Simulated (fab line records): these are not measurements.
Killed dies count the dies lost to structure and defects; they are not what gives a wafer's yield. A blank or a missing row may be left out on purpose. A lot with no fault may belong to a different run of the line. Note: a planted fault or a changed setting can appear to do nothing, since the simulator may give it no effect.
fab line records / flow n5_finfet
record: lots: 5 wafers: 15 last_day: 18
route steps=1938 shown BEOL_M9@1401 PASSIVATION@1936
lots that met no fault: taken from a fault-free run of the same line
start_h: hours from the record's first day to the start of the lot's first wafer shown / wait_h: hours from the lot's prior step to this one / " repeats the value in the row above / L1.1+2: one row covering several wafers at once / - no value present, or no start provided / * or withheld: withheld / < > ~ a bound
route shown NAME@n: NAME is a module with steps in the file, n the number in the route of the first one / usual: mean/standard deviation of fault-free wafers / same: alike in all rows / chamber/n: place in a boat / sites: the reading at each site / _std_site: the standard deviation of these / _edge_site: mean of outer sites minus mean of inner sites / radius_mm: for every site, how far away it sits from the centre of the wafer / mask NAME#n: copy n / behind: the tool/chamber that last shaped the wafer / hold: what put the lot on hold/how long, in hours/how the hold closed / device: names the non-switching transistor (n, p or np) / end of line: the tests these same wafers got at the end of their route / step lacking rows: just its recipe / killed: not the wafer's yield, but the dies lost to structure and defects at the first sort / map: a wafer's dies, x killed, . not, _ none there
set.NAME: setting as actually run; set.NAME@STEP: the setting as run at that earlier step / model.NAME: the simulator's own value behind a step, which no gauge read
certain route steps with their lots: each step a table, each wafer a row
services: when a tool's chamber went out of use (start_h, in hours from the record's first day, below 0 if earlier), for how many hours, and the reason
== steps ==
step: N5_BEOL_M9_ILD_DEP_00
recipe: material: SiCOH_lowk target_thk_a: 3085.1 temp_c: 300 precursor: DEMS/porogen pressure_torr: 5 rf_w: 500 time_s: 58
step: N5_BEOL_M9_CURE_71
recipe: temp_c: 385 time_s: 240 ambient: He/Ar material: SiCOH_lowk
step: N5_BEOL_M9_PECVD_70
recipe: material: SiO2 target_thk_a: 200 temp_c: 400 precursor: TEOS/O2 pressure_torr: 5.5 rf_w: 450 teos_flow_sccm: 53.8 gas: O2 flow_sccm: 3000 time_s: 22.7
step: N5_BEOL_M9_HM_DEP_02
recipe: material: TiN target_thk_a: 200 temp_c: 25 chamber_pressure_pa: 0.49996
step: N5_BEOL_M9_COAT_59
recipe: resist: SOC temp_c: 250 time_s: 60 spin_rpm: 1500 resist_thk_nm: 100
step: N5_BEOL_M9_COAT_60
recipe: resist: SiARC temp_c: 220 time_s: 60 spin_rpm: 1500 resist_thk_nm: 30
step: N5_BEOL_M9_COAT_05
recipe: resist: CAR-ArF spin_rpm: 1500 resist_thk_nm: 90
step: N5_BEOL_M9_EBR_07
recipe: solvent: PGMEA ebr_width_mm: 1.5
step: N5_BEOL_M9_SOFTBAKE_06
recipe: temp_c: 110 time_s: 60 resist: CAR-ArF
step: N5_BEOL_M9_EXPOSE_08
recipe: mask_id: M9 na: 1.35 source_shape: dipole sigma_inner: 0.411 sigma_outer: 0.611 polarization: te dose_mj: 53.75
usual: exposure_dose_mJ_cm2: 53.70/0.051
lot.wafer=L665.2 tool=arfi_scanner-01 chamber=0 start_h=244.74 wait_h=- mask=M9#0 exposure_dose_mJ_cm2=53.65
lot.wafer=L665.5 tool=arfi_scanner-01 chamber=0 start_h=244.74 wait_h=- mask=M9#0 exposure_dose_mJ_cm2=53.77
lot.wafer=L665.6 tool=arfi_scanner-01 chamber=0 start_h=244.74 wait_h=- mask=M9#0 exposure_dose_mJ_cm2=53.65
lot.wafer=L678.1 tool=arfi_scanner-01 chamber=0 start_h=323.96 wait_h=- mask=M9#0 exposure_dose_mJ_cm2=51.47
lot.wafer=L678.2 tool=arfi_scanner-01 chamber=0 start_h=323.96 wait_h=- mask=M9#0 exposure_dose_mJ_cm2=51.49
lot.wafer=L678.4 tool=arfi_scanner-01 chamber=0 start_h=323.96 wait_h=- mask=M9#0 exposure_dose_mJ_cm2=51.54
lot.wafer=L681.2 tool=arfi_scanner-01 chamber=0 start_h=341.28 wait_h=- mask=M9#0 exposure_dose_mJ_cm2=52.23
lot.wafer=L681.3 tool=arfi_scanner-01 chamber=0 start_h=341.28 wait_h=- mask=M9#0 exposure_dose_mJ_cm2=52.30
lot.wafer=L681.4 tool=arfi_scanner-01 chamber=0 start_h=341.28 wait_h=- mask=M9#0 exposure_dose_mJ_cm2=52.33
lot.wafer=L682.2 tool=arfi_scanner-01 chamber=0 start_h=364.60 wait_h=- mask=M9#0 exposure_dose_mJ_cm2=52.63
lot.wafer=L682.3 tool=arfi_scanner-01 chamber=0 start_h=364.60 wait_h=- mask=M9#0 exposure_dose_mJ_cm2=52.66
lot.wafer=L682.6 tool=arfi_scanner-01 chamber=0 start_h=364.60 wait_h=- mask=M9#0 exposure_dose_mJ_cm2=52.61
lot.wafer=L683.3 tool=arfi_scanner-03 chamber=0 start_h=367.99 wait_h=- mask=M9#0 exposure_dose_mJ_cm2=53.83
lot.wafer=L683.4 tool=arfi_scanner-03 chamber=0 start_h=367.99 wait_h=- mask=M9#0 exposure_dose_mJ_cm2=53.74
lot.wafer=L683.6 tool=arfi_scanner-03 chamber=0 start_h=367.99 wait_h=- mask=M9#0 exposure_dose_mJ_cm2=53.68
step: N5_BEOL_M9_PEB_09
recipe: peb_temp_c: withheld peb_time_s: 60 resist: CAR-ArF
step: N5_BEOL_M9_DEVELOP_10
recipe: develop_time_s: 30 developer: TMAH resist: CAR-ArF rinse_liquid: diw dry: air_spin dev_temp_c: 23
step: N5_BEOL_M9_CD_MEAS_11
recipe: target_cd_nm: 64.1 landing_energy_ev: 500 detector: se_inlens polarity: opening
usual: cd_nm: 64.4/0.54
lot.wafer=L665.2 tool=cd_sem-01 chamber=0 start_h=244.86 wait_h=- cd_nm=63.5
lot.wafer=L665.5 tool=cd_sem-01 chamber=0 start_h=244.86 wait_h=- cd_nm=63.3
lot.wafer=L665.6 tool=cd_sem-01 chamber=0 start_h=244.86 wait_h=- cd_nm=63.7
lot.wafer=L678.1 tool=cd_sem-03 chamber=0 start_h=324.09 wait_h=- cd_nm=62.7
lot.wafer=L678.2 tool=cd_sem-03 chamber=0 start_h=324.09 wait_h=- cd_nm=62.5
lot.wafer=L678.4 tool=cd_sem-03 chamber=0 start_h=324.09 wait_h=- cd_nm=61.8
lot.wafer=L681.2 tool=cd_sem-03 chamber=0 start_h=341.40 wait_h=- cd_nm=63.9
lot.wafer=L681.3 tool=cd_sem-03 chamber=0 start_h=341.40 wait_h=- cd_nm=63.5
lot.wafer=L681.4 tool=cd_sem-03 chamber=0 start_h=341.40 wait_h=- cd_nm=63.4
lot.wafer=L682.2 tool=cd_sem-03 chamber=0 start_h=364.72 wait_h=- cd_nm=62.9
lot.wafer=L682.3 tool=cd_sem-03 chamber=0 start_h=364.72 wait_h=- cd_nm=62.5
lot.wafer=L682.6 tool=cd_sem-03 chamber=0 start_h=364.72 wait_h=- cd_nm=62.6
lot.wafer=L683.3 tool=cd_sem-02 chamber=0 start_h=368.11 wait_h=- cd_nm=64.1
lot.wafer=L683.4 tool=cd_sem-02 chamber=0 start_h=368.11 wait_h=- cd_nm=64.1
lot.wafer=L683.6 tool=cd_sem-02 chamber=0 start_h=368.11 wait_h=- cd_nm=64.2
step: N5_BEOL_M9_DESCUM_16
recipe: chemistry: O2 time_s: 7.9 source_power_w: 50 bias_power_w: 20 pressure_mtorr: 20 rf_frequency_hz: 2.712e+07 temp_c: 40 resist: CAR-ArF o2_flow_sccm: 225
step: N5_BEOL_M9_ETCH_61
recipe: chemistry: CF4 target: SiARC target_depth_a: 390 mask_material: CAR-ArF time_s: 65 ion_energy_ev: 80 pressure_mtorr: 40 source_w: 545 bias_w: 36 Ar_flow_sccm: 100 cf4_flow_sccm: 100 ends: cleared
usual: drypump_motor_current_A: 5.8/0.34 etch_rf_on_time_s: 65.4/1.2 oes_product_au: 0.66/0.07 rf_vpp_V: 184.0/1.2 showerhead_plenum_p_Torr: 2.14/0.075 throttle_valve_pct: 15.61/0.2
lot.wafer=L665.2 tool=rie_diel-04 chamber=3 start_h=244.99 wait_h=0.0 drypump_motor_current_A=6.3 etch_rf_on_time_s=67.0 oes_product_au=0.70 rf_hours_counter_h=68 rf_vpp_V=185.2 showerhead_plenum_p_Torr=2.26 throttle_valve_pct=15.63 model.BEOL_M9.cd_offset_nm=-0.8
lot.wafer=L665.5 tool=rie_diel-04 chamber=2 start_h=244.99 wait_h=0.0 drypump_motor_current_A=5.8 etch_rf_on_time_s=64.8 oes_product_au=0.61 rf_hours_counter_h=- rf_vpp_V=184.0 showerhead_plenum_p_Torr=2.13 throttle_valve_pct=15.69 model.BEOL_M9.cd_offset_nm=-1
lot.wafer=L665.6 tool=rie_diel-04 chamber=3 start_h=244.99 wait_h=0.0 drypump_motor_current_A=6.3 etch_rf_on_time_s=67.2 oes_product_au=0.70 rf_hours_counter_h=- rf_vpp_V=186.6 showerhead_plenum_p_Torr=2.26 throttle_valve_pct=15.62 model.BEOL_M9.cd_offset_nm=-0.6
lot.wafer=L678.1 tool=rie_diel-04 chamber=0 start_h=324.41 wait_h=0.0 drypump_motor_current_A=5.5 etch_rf_on_time_s=63.0 oes_product_au=0.87 rf_hours_counter_h=1 rf_vpp_V=185.5 showerhead_plenum_p_Torr=2.27 throttle_valve_pct=15.36 model.BEOL_M9.cd_offset_nm=-1.6
lot.wafer=L678.2 tool=rie_diel-04 chamber=3 start_h=324.41 wait_h=0.0 drypump_motor_current_A=6.3 etch_rf_on_time_s=66.9 oes_product_au=0.68 rf_hours_counter_h=94 rf_vpp_V=186.3 showerhead_plenum_p_Torr=2.25 throttle_valve_pct=15.66 model.BEOL_M9.cd_offset_nm=-1.8
lot.wafer=L678.4 tool=rie_diel-04 chamber=2 start_h=324.41 wait_h=0.0 drypump_motor_current_A=5.8 etch_rf_on_time_s=65.1 oes_product_au=0.61 rf_hours_counter_h=210 rf_vpp_V=182.9 showerhead_plenum_p_Torr=2.12 throttle_valve_pct=15.73 model.BEOL_M9.cd_offset_nm=-2.4
lot.wafer=L681.2 tool=rie_diel-04 chamber=3 start_h=341.52 wait_h=0.0 drypump_motor_current_A=6.3 etch_rf_on_time_s=66.7 oes_product_au=0.68 rf_hours_counter_h=98 rf_vpp_V=184.8 showerhead_plenum_p_Torr=2.25 throttle_valve_pct=15.69 model.BEOL_M9.cd_offset_nm=-0.6
lot.wafer=L681.3 tool=rie_diel-04 chamber=2 start_h=341.52 wait_h=0.0 drypump_motor_current_A=5.8 etch_rf_on_time_s=65.4 oes_product_au=0.60 rf_hours_counter_h=214 rf_vpp_V=183.7 showerhead_plenum_p_Torr=2.12 throttle_valve_pct=15.76 model.BEOL_M9.cd_offset_nm=-0.8
lot.wafer=L681.4 tool=rie_diel-04 chamber=0 start_h=341.52 wait_h=0.0 drypump_motor_current_A=5.5 etch_rf_on_time_s=62.7 oes_product_au=0.85 rf_hours_counter_h=4 rf_vpp_V=186.4 showerhead_plenum_p_Torr=2.27 throttle_valve_pct=15.36 model.BEOL_M9.cd_offset_nm=-0.6
lot.wafer=L682.2 tool=rie_diel-04 chamber=1 start_h=364.84 wait_h=0.0 drypump_motor_current_A=5.2 etch_rf_on_time_s=64.8 oes_product_au=0.75 rf_hours_counter_h=30 rf_vpp_V=184.8 showerhead_plenum_p_Torr=2.18 throttle_valve_pct=15.32 model.BEOL_M9.cd_offset_nm=-1.4
lot.wafer=L682.3 tool=rie_diel-04 chamber=3 start_h=364.84 wait_h=0.0 drypump_motor_current_A=6.3 etch_rf_on_time_s=66.8 oes_product_au=0.67 rf_hours_counter_h=105 rf_vpp_V=185.8 showerhead_plenum_p_Torr=2.25 throttle_valve_pct=15.71 model.BEOL_M9.cd_offset_nm=-1.4
lot.wafer=L682.6 tool=rie_diel-04 chamber=1 start_h=364.84 wait_h=0.0 drypump_motor_current_A=5.2 etch_rf_on_time_s=65.5 oes_product_au=0.76 rf_hours_counter_h=- rf_vpp_V=184.9 showerhead_plenum_p_Torr=2.18 throttle_valve_pct=15.32 model.BEOL_M9.cd_offset_nm=-1.6
lot.wafer=L683.3 tool=rie_diel-03 chamber=2 start_h=368.32 wait_h=0.0 drypump_motor_current_A=6.0 etch_rf_on_time_s=65.3 oes_product_au=0.61 rf_hours_counter_h=221 rf_vpp_V=181.9 showerhead_plenum_p_Torr=2.04 throttle_valve_pct=15.81 model.BEOL_M9.cd_offset_nm=-0.2
lot.wafer=L683.4 tool=rie_diel-03 chamber=3 start_h=368.32 wait_h=0.0 drypump_motor_current_A=5.5 etch_rf_on_time_s=66.9 oes_product_au=0.57 rf_hours_counter_h=239 rf_vpp_V=183.9 showerhead_plenum_p_Torr=2.20 throttle_valve_pct=15.78 model.BEOL_M9.cd_offset_nm=0
lot.wafer=L683.6 tool=rie_diel-03 chamber=1 start_h=368.32 wait_h=0.0 drypump_motor_current_A=5.7 etch_rf_on_time_s=64.8 oes_product_au=0.63 rf_hours_counter_h=- rf_vpp_V=182.6 showerhead_plenum_p_Torr=2.13 throttle_valve_pct=15.52 model.BEOL_M9.cd_offset_nm=-0.4
step: N5_BEOL_M9_ETCH_62
recipe: chemistry: N2/H2 target: SOC target_depth_a: 1100 overetch_a: 220 mask_material: SiARC temp_c: 40 time_s: 165 ion_energy_ev: 200 pressure_mtorr: 30 source_w: 840 bias_w: 150 n2_flow_sccm: 200 h2_flow_sccm: 200
step: N5_BEOL_M9_STRIP_68
recipe: chemistry: N2/H2 temp_c: 40 n2_flow_sccm: 200 h2_flow_sccm: 200 rf_frequency_hz: 6e+07
step: N5_BEOL_M9_STRIP_67
recipe: chemistry: CF4 resist: SiARC power_w: 300 bias_power_w: 75 pressure_mtorr: 50 cf4_flow_sccm: 150 rf_frequency_hz: 6e+07
step: N5_BEOL_M9_HM_OPEN_17
recipe: chemistry: Cl2/BCl3 target_depth_a: 200 overetch_a: 60 target: TiN mask_material: SOC ion_energy_ev: 150 pressure_mtorr: 10 icp_w: 1000 bias_w: 126 Cl2_flow_sccm: 53.25 bcl3_flow_sccm: 21.75 Ar_flow_sccm: 25
usual: drypump_motor_current_A: 6.0/0.36 oes_product_au: 0.67/0.05 throttle_valve_pct: 22.10/0.21
lot.wafer=L665.2 tool=rie_metal-03 chamber=0 start_h=245.23 wait_h=0.0 drypump_motor_current_A=6.3 oes_product_au=0.67 rf_hours_counter_h=42 throttle_valve_pct=22.07 model.BEOL_M9.cd_offset_nm=-0.8
lot.wafer=L665.5 tool=rie_metal-03 chamber=0 start_h=245.23 wait_h=0.0 drypump_motor_current_A=6.3 oes_product_au=0.67 rf_hours_counter_h=- throttle_valve_pct=22.07 model.BEOL_M9.cd_offset_nm=-1
lot.wafer=L665.6 tool=rie_metal-03 chamber=1 start_h=245.23 wait_h=0.0 drypump_motor_current_A=6.1 oes_product_au=0.51 rf_hours_counter_h=- throttle_valve_pct=22.04 model.BEOL_M9.cd_offset_nm=-0.6
lot.wafer=L678.1 tool=rie_metal-01 chamber=1 start_h=324.65 wait_h=0.0 drypump_motor_current_A=6.1 oes_product_au=0.65 rf_hours_counter_h=46 throttle_valve_pct=22.28 model.BEOL_M9.cd_offset_nm=-1.4
lot.wafer=L678.2 tool=rie_metal-01 chamber=0 start_h=324.65 wait_h=0.0 drypump_motor_current_A=5.3 oes_product_au=0.62 rf_hours_counter_h=52 throttle_valve_pct=21.80 model.BEOL_M9.cd_offset_nm=-2
lot.wafer=L678.4 tool=rie_metal-01 chamber=0 start_h=324.65 wait_h=0.0 drypump_motor_current_A=5.3 oes_product_au=0.63 rf_hours_counter_h=- throttle_valve_pct=21.79 model.BEOL_M9.cd_offset_nm=-2.6
lot.wafer=L681.2 tool=rie_metal-02 chamber=1 start_h=341.76 wait_h=0.0 drypump_motor_current_A=6.2 oes_product_au=0.70 rf_hours_counter_h=20 throttle_valve_pct=22.38 model.BEOL_M9.cd_offset_nm=-0.6
lot.wafer=L681.3 tool=rie_metal-02 chamber=0 start_h=341.76 wait_h=0.0 drypump_motor_current_A=6.1 oes_product_au=0.70 rf_hours_counter_h=- throttle_valve_pct=22.15 model.BEOL_M9.cd_offset_nm=-1
lot.wafer=L681.4 tool=rie_metal-02 chamber=1 start_h=341.76 wait_h=0.0 drypump_motor_current_A=6.1 oes_product_au=0.69 rf_hours_counter_h=- throttle_valve_pct=22.40 model.BEOL_M9.cd_offset_nm=-0.6
lot.wafer=L682.2 tool=rie_metal-01 chamber=1 start_h=365.08 wait_h=0.0 drypump_motor_current_A=6.1 oes_product_au=0.65 rf_hours_counter_h=50 throttle_valve_pct=22.26 model.BEOL_M9.cd_offset_nm=-1.6
lot.wafer=L682.3 tool=rie_metal-01 chamber=0 start_h=365.08 wait_h=0.0 drypump_motor_current_A=5.3 oes_product_au=0.63 rf_hours_counter_h=- throttle_valve_pct=21.77 model.BEOL_M9.cd_offset_nm=-1.6
lot.wafer=L682.6 tool=rie_metal-01 chamber=0 start_h=365.08 wait_h=0.0 drypump_motor_current_A=5.3 oes_product_au=0.62 rf_hours_counter_h=- throttle_valve_pct=21.78 model.BEOL_M9.cd_offset_nm=-2
lot.wafer=L683.3 tool=rie_metal-02 chamber=0 start_h=368.58 wait_h=0.1 drypump_motor_current_A=6.1 oes_product_au=0.70 rf_hours_counter_h=- throttle_valve_pct=22.14 model.BEOL_M9.cd_offset_nm=-0.2
lot.wafer=L683.4 tool=rie_metal-02 chamber=1 start_h=368.58 wait_h=0.1 drypump_motor_current_A=6.2 oes_product_au=0.69 rf_hours_counter_h=- throttle_valve_pct=22.41 model.BEOL_M9.cd_offset_nm=0.2
lot.wafer=L683.6 tool=rie_metal-02 chamber=1 start_h=368.58 wait_h=0.1 drypump_motor_current_A=6.2 oes_product_au=0.70 rf_hours_counter_h=- throttle_valve_pct=22.39 model.BEOL_M9.cd_offset_nm=0
step: N5_BEOL_M9_STRIP_19
recipe: chemistry: O2 power_w: 400 temp_c: 40 pressure_mtorr: 30 rf_frequency_hz: 6e+07 bias_power_w: 0 overash_fraction: 0.2 o2_flow_sccm: 225
step: N5_PASSIVATION_PROBE_49
usual: defect_limited_yield: 91.2/1.4 killed_at_M0_to_M3: 35/11 killed_at_M4_up: 14/5.6 killed_at_contacts: 12/5.6 killed_at_front_end: 38/11 killed_at_other: 4/3.4 killed_dies: 103/17 killed_open: 68/12 killed_short: 33/8.8 sort_bin_5_function: 5.1/0.89 sort_bin_6_memory: 3.3/0.71 sort_n_pass: 1077/17 sort_yield_pct: 91.2/1.4
same: gross_dies: 1180 killed_at_back_side: 0 sort_bin_4_leakage[%]: 0 sort_bin_8_speed[%]: 0
lot.wafer=L678.1 tool=prober-01 chamber=- start_h=395.17 wait_h=0.7 defect_limited_yield[%]=92.7 killed_at_M0_to_M3=31 killed_at_M4_up=15 killed_at_contacts=12 killed_at_front_end=28 killed_at_other=0 killed_dies=86 killed_open=62 killed_short=23 sort_bin_5_function[%]=3.6 sort_bin_6_memory[%]=3.0 sort_n_pass=1094 sort_yield_pct[%]=92.7
lot.wafer=L681.4 tool=prober-02 chamber=- start_h=396.70 wait_h=0.2 defect_limited_yield[%]=92.2 killed_at_M0_to_M3=27 killed_at_M4_up=21 killed_at_contacts=11 killed_at_front_end=24 killed_at_other=9 killed_dies=92 killed_open=63 killed_short=27 sort_bin_5_function[%]=4.7 sort_bin_6_memory[%]=3.1 sort_n_pass=1088 sort_yield_pct[%]=92.2
killed by level:class
L678.1 MOL_CONTACT_COAG:geometric_particle:open=10 BEOL_M3:geometric_particle:open=10 BEOL_M4:geometric_particle:open=8 STI_FIN_REVEAL:geometric_particle:open=6 BEOL_M0_SAQP:geometric_particle:short=5 BEOL_M0:geometric_particle:open=5 FIN_SAQP:geometric_particle:open=4 FIN_SAQP:geometric_particle:short=4
L681.4 BEOL_M4:geometric_particle:open=11 MOL_CONTACT_COAG:geometric_particle:open=10 BEOL_M0_SAQP:geometric_particle:short=10 BEOL_M0_SAQP:geometric_particle:open=8 FIN_SAQP:geometric_particle:open=6 DUMMY_GATE:geometric_particle:open=4 GATE_CUT:geometric_particle:open=4 BEOL_M3:geometric_particle:open=4
== services ==
tool=rie_diel-04 chamber=1 start_h=225.88 hours=- kind=clean
tool=rie_diel-04 chamber=1 start_h=225.88 hours=- kind=consumable_replace:focus_ring
tool=arfi_scanner-03 chamber=- start_h=226.80 hours=4.9 kind=pm
tool=rie_metal-02 chamber=- start_h=233.82 hours=14.6 kind=pm
tool=arfi_scanner-03 chamber=- start_h=249.26 hours=2.4 kind=repair
tool=arfi_scanner-01 chamber=- start_h=263.16 hours=3.9 kind=pm
tool=arfi_scanner-01 chamber=- start_h=268.44 hours=1.3 kind=repair
tool=arfi_scanner-03 chamber=- start_h=275.34 hours=1.0 kind=repair
tool=rie_diel-04 chamber=0 start_h=284.54 hours=18.3 kind=repair
tool=arfi_scanner-01 chamber=- start_h=295.12 hours=0.2 kind=repair
tool=arfi_scanner-01 chamber=- start_h=305.92 hours=0.8 kind=pm
tool=arfi_scanner-01 chamber=- start_h=308.68 hours=0.8 kind=pm
tool=arfi_scanner-01 chamber=- start_h=311.13 hours=1.0 kind=pm
tool=rie_diel-03 chamber=0 start_h=318.87 hours=4.7 kind=repair
tool=arfi_scanner-01 chamber=- start_h=321.22 hours=1.3 kind=pm
tool=arfi_scanner-03 chamber=- start_h=321.66 hours=2.2 kind=repair
tool=rie_diel-03 chamber=0 start_h=325.59 hours=3.4 kind=repair
tool=arfi_scanner-03 chamber=- start_h=335.24 hours=1.3 kind=pm
tool=arfi_scanner-03 chamber=- start_h=344.71 hours=1.0 kind=pm
tool=rie_metal-02 chamber=- start_h=346.79 hours=0.3 kind=repair
tool=rie_diel-04 chamber=1 start_h=350.14 hours=7.9 kind=repair
tool=arfi_scanner-03 chamber=- start_h=362.63 hours=0.8 kind=pm
tool=arfi_scanner-03 chamber=- start_h=366.53 hours=0.8 kind=pm
tool=arfi_scanner-01 chamber=- start_h=368.52 hours=19.4 kind=repair
== key ==
first_sign: step: N5_BEOL_M9_EXPOSE_08 reading: exposure_dose_mJ_cm2 direction: down sigmas: 30 usual: 53.70 struck: 52.14
effect: step: N5_BEOL_M9_CD_MEAS_11 reading: cd_nm direction: down sigmas: 2.9 usual: 64.4 struck: 62.9 through: control_loop
model_effect: step: N5_BEOL_M9_ETCH_61 value: BEOL_M9.cd_offset_nm without: 0.1778 struck: -1.356
model_effect: step: N5_BEOL_M9_HM_OPEN_17 value: BEOL_M9.cd_offset_nm without: 0.04444 struck: -1.489
met_at N5_BEOL_M9_EXPOSE_08
struck_wafers L678.1,L678.2,L678.4,L681.2,L681.3,L681.4,L682.2,L682.3,L682.6
loop_trim: step: N5_BEOL_M9_EXPOSE_08 setting: dose lots: L681,L682
onset_between 244.74 323.96
earlier_fault: kind: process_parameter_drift tool: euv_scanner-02 chamber: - onset_h: 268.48 steps: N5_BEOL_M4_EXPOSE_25 channel: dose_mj offset: 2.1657 shape: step acts_in: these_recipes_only stated: 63
fault: kind: process_parameter_drift tool: arfi_scanner-01 chamber: - onset_h: 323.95 steps: N5_BEOL_M9_EXPOSE_08 channel: dose_mj offset: -2.1492 shape: step acts_in: these_recipes_only stated: 53.75
loop_trim: a control loop set the setting to another value than it would have without faults
